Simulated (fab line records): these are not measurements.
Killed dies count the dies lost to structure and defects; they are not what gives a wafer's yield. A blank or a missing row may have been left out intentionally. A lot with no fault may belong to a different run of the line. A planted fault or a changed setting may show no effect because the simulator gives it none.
Split-lot experiment ; flow n5_finfet ; 21 wafers read across 7 lots, on a route 1938 steps long

== SPLIT DETAILS ==
At N5_BEOL_M3_COAT_22 (resist thk 30 nm), the setting spin_rpm was moved away from the recipe's 1500 rpm on 13 of the 21 wafers read, by -10.5% to +9.5%. The other wafers ran this setting at the recipe's value.

== FROM THE SPLIT TO THE READING: what the file shows between them, 4 steps ==
- N5_BEOL_M3_EBR_24
- N5_BEOL_M3_SOFTBAKE_23: time 60 s
- N5_BEOL_M3_EXPOSE_25: exposes mask V2, defocus 5 nm
- N5_BEOL_M3_PEB_26: peb time 60 s

== THE READING ==
CAR-EUV_of_BEOL_M3_COAT_22.thk_nm (the simulator's own value, which no gauge read), in nm, at N5_BEOL_M3_DEVELOP_27 (develop time 30 s). There is no usual value for it anywhere in the file. The 8 wafers here that ran the recipe average 29.6 nm, standard deviation 0.13 nm.

wafer;tool, chamber at the split;spin_rpm as run, rpm;against the recipe;CAR-EUV_of_BEOL_M3_COAT_22.thk_nm, nm;against lot-mates on the recipe
L076.3;litho_track-03, 0;1643;+9.5%;28.2;-1.4
L076.4;litho_track-03, 0;1500;recipe;29.6;-
L076.6;litho_track-03, 0;1643;+9.5%;28;-1.6
L079.1;litho_track-01, 0;1500;recipe;29.6;-
L079.2;litho_track-01, 0;1370;-8.7%;31;+1.4
L079.5;litho_track-01, 0;1370;-8.7%;31;+1.4
L078.1;litho_track-01, 0;1579;+5.3%;28.8;no lot-mate on the recipe
L078.5;litho_track-01, 0;1579;+5.3%;28.8;no lot-mate on the recipe
L078.2;litho_track-01, 0;1579;+5.3%;28.6;no lot-mate on the recipe
L081.1;litho_track-05, 0;1500;recipe;29.6;-
L081.2;litho_track-05, 0;1343;-10.5%;31.4;+1.8
L081.4;litho_track-05, 0;1343;-10.5%;31.4;+1.8
L082.2;litho_track-05, 0;1500;recipe;29.8;-
L082.3;litho_track-05, 0;1371;-8.6%;31;+1.2
L082.5;litho_track-05, 0;1371;-8.6%;31;+1.2
L084.2;litho_track-01, 0;1500;recipe;29.6;-
L084.3;litho_track-01, 0;1500;recipe;29.4;-
L084.5;litho_track-01, 0;1500;recipe;29.4;-
L095.2;litho_track-01, 0;1611;+7.4%;28.4;-1.0
L095.5;litho_track-01, 0;1611;+7.4%;28.4;-1.0
L095.3;litho_track-01, 0;1500;recipe;29.4;-

FIT RESULTS
A straight line over all 21 wafers: CAR-EUV_of_BEOL_M3_COAT_22.thk_nm changes by -0.164 nm for each +1% of spin_rpm; r = -1.00; the points scatter about the line by 0.11 nm.
The same after taking each lot's own level away (the mean of its wafers on the recipe; 18 wafers): -0.155 nm for each +1%; r = -1.00; scatter 0.11 nm.
On that fit, the largest move of spin_rpm shifts the reading by 1.6 nm.
Across the lots, their own levels run from 29.40 to 29.80 nm, a range of 3.0 times the standard deviation given above.
So the lot-to-lot level changes the slope little: the two slopes agree.
Check: +1.62 nm against its lot-mates is what the line predicts for one of the wafers moved furthest among these (-10.5%) when that wafer is left out of the fit. It came out at +1.8 nm against them.

== THE WHOLE CHAIN: every reading that the file lists as answering this split, in the file's order ==
step;what it does;reading;change (the file's fit);r (the file's)
N5_BEOL_M3_COAT_22;resist thk 30 nm;CAR-EUV_of_BEOL_M3_COAT_22.thk_nm (the simulator's own value, which no gauge read);-0.15 nm for each +1% of the setting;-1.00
N5_BEOL_M3_DEVELOP_27;develop time 30 s;CAR-EUV_of_BEOL_M3_COAT_22.thk_nm (the simulator's own value, which no gauge read);-0.156 nm for each +1% of the setting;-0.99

== THE FILE'S OWN FIT ==
CAR-EUV_of_BEOL_M3_COAT_22.thk_nm changes by -0.156 nm for each +1% of spin_rpm, r = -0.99.
